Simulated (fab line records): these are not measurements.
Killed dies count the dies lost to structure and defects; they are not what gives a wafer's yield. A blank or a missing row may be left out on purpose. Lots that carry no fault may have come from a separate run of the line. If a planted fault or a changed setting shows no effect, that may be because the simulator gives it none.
Comparing a struck lot with a sound one ; flow n5_finfet ; 26 out of 1938 route steps
Sound: the wafers L826.1, L826.2, L826.6. The struck wafers were L833.1, L833.2, L833.3. At the end, the cause is stated.
At each step with rows: each side's tool, then ch and its chambers, then its first start. Under that, the readings that differ: sound wafers ; struck wafers ; difference of the means ; sigmas: that difference in standard deviations of wafers without a fault.
alike: readings whose means differ by less than 2 such deviations, and words and numbers that are the same on both sides. not compared: withheld readings, readings that some wafer has no value for, bounds like >300 that may hide the same value, and numbers for which the record gives no deviation and whose values overlap.
Wherever a step has rows on one side only, a row that says differs or no value, or a row with sigmas, the two part there. Non-overlapping numbers with no deviation appear without sigmas and do not part them. A reading missing from all wafers of one side parts the sides only when that side holds two or more wafers.

first, 12 steps without rows for these wafers: N5_GATE_CUT_ETCH_28 (etches underlayer in N2/H2, target depth 13 nm, time 10.4 s); N5_GATE_CUT_ETCH_36 (etches SiARC in CF4, target depth 13 nm, time 21.7 s); N5_GATE_CUT_ETCH_37 (etches SOC in N2/H2, target depth 60 nm, overetch 12 nm, time 90 s); N5_GATE_CUT_STRIP_38 (strips in N2/H2); N5_GATE_CUT_STRIP_39 (strips in N2/H2); N5_GATE_CUT_HM_OPEN_40 (chemistry C4F6/O2, target SiO2, target depth 139 nm, time 85.1 s); N5_GATE_CUT_STRIP_41 (strips in CF4); N5_GATE_CUT_STRIP_42 (strips in O2); N5_GATE_CUT_ETCH_19 (etches SiNx in CH3F/O2, target depth 53.7 nm, time 76.7 s); N5_GATE_CUT_CUT_ETCH_53 (etches W in SF6/Cl2, target depth 79.2 nm); N5_GATE_CUT_CUT_ETCH_54 (etches TiN in Cl2/BCl3, target depth 96.7 nm); N5_GATE_CUT_CUT_ETCH_55 (etches HfO2 in BCl3, target depth 3.2 nm).
N5_GATE_CUT_ETCH_47: etches SiO2 in Cl2/BCl3, target depth 10 nm.
  sound on rie_metal-02 ch 0,1, day 5 00:56; struck on rie_metal-02 ch 0,1, day 6 18:01
  no value came back on the struck wafers for any of 5 readings (bcl3_flow_sccm (sccm), bias_w (W) and others); on the sound wafers bcl3_flow_sccm (sccm) reads 21.64 21.71 21.66
reading;sound;struck;difference;sigmas
model.SiO2_of_GATE_CUT_HM_DEP_46.thk_nm (nm);105.6 105.6 106;116 116.8 114.4;+10;
  not compared: rf_hours_counter_h
then, 8 steps without rows for these wafers: N5_GATE_CUT_VAPOR_ETCH_48 (etches TiN in BCl3/Cl2); N5_GATE_CUT_VAPOR_ETCH_49 (etches TiAlC in BCl3/Cl2); N5_GATE_CUT_VAPOR_ETCH_51 (etches HfO2 in BCl3/Cl2); N5_GATE_CUT_STRIP_21 (strips in N2/H2, time 30 s); N5_GATE_CUT_STRIP_29 (strips in post etch residue remover, time 60 s); N5_GATE_CUT_SRD_52 (time 30 s); N5_GATE_CUT_ALD_22 (deposits SiNx, target thk 16 nm, pulse time 1 s, ald cycles 320); N5_GATE_CUT_CMP_23 (polishes, stops on SiO2, t overpolish 23.4 s, target thk 16 nm).
N5_GATE_CUT_THK_MEAS_24:
  sound on film_metro-01, day 5 04:16; struck on film_metro-01, day 6 20:16
reading;sound;struck;difference;sigmas
GC_FILL_THK (nm);217.0 218.7 217.9;228.7 228.9 227.6;+10.5;+6
N5_GATE_CUT_CMP_43: polishes SiO2.
  sound on cmp-02 ch 1,2,3, day 5 04:23; struck on cmp-01 ch 0,1,3, day 6 20:18
reading;sound;struck;difference;sigmas
model.SiO2_of_GATE_CUT_HM_DEP_46.thk_nm (nm);5 5 5;5.4 5.4 5.4;+0.4;
  alike: motor_current_A, retaining_ring_pressure_frac
then, 1 step without rows for these wafers: N5_GATE_CUT_CMP_61 (polishes, stops on SiNx, t overpolish 3 s).
-- here the record skips 3 days between the struck wafers' starts before and after, leaving off in module GATE_CUT and picking up in module BEOL_M4 (first step shown: number 1111 of the route) --
N5_BEOL_M4_RC_MEAS_101:
  sound on prober-01 ch 0, day 8 15:06; struck on prober-02 ch 0, day 9 21:35
  alike: DIBL_N, DIBL_P, IOFF_N, IOFF_P, ION_N, ION_P, SS_N, SS_P, VT_N, VT_P
N5_PASSIVATION_PROBE_49:
  rows exist in the record for the sound wafers here (prober-02, day 13 01:34), none for the struck ones

== WHERE THEY PART ==
Last at N5_PASSIVATION_PROBE_49 as far as this record goes, first at N5_GATE_CUT_ETCH_47.

WHY: what had been put in by the simulator
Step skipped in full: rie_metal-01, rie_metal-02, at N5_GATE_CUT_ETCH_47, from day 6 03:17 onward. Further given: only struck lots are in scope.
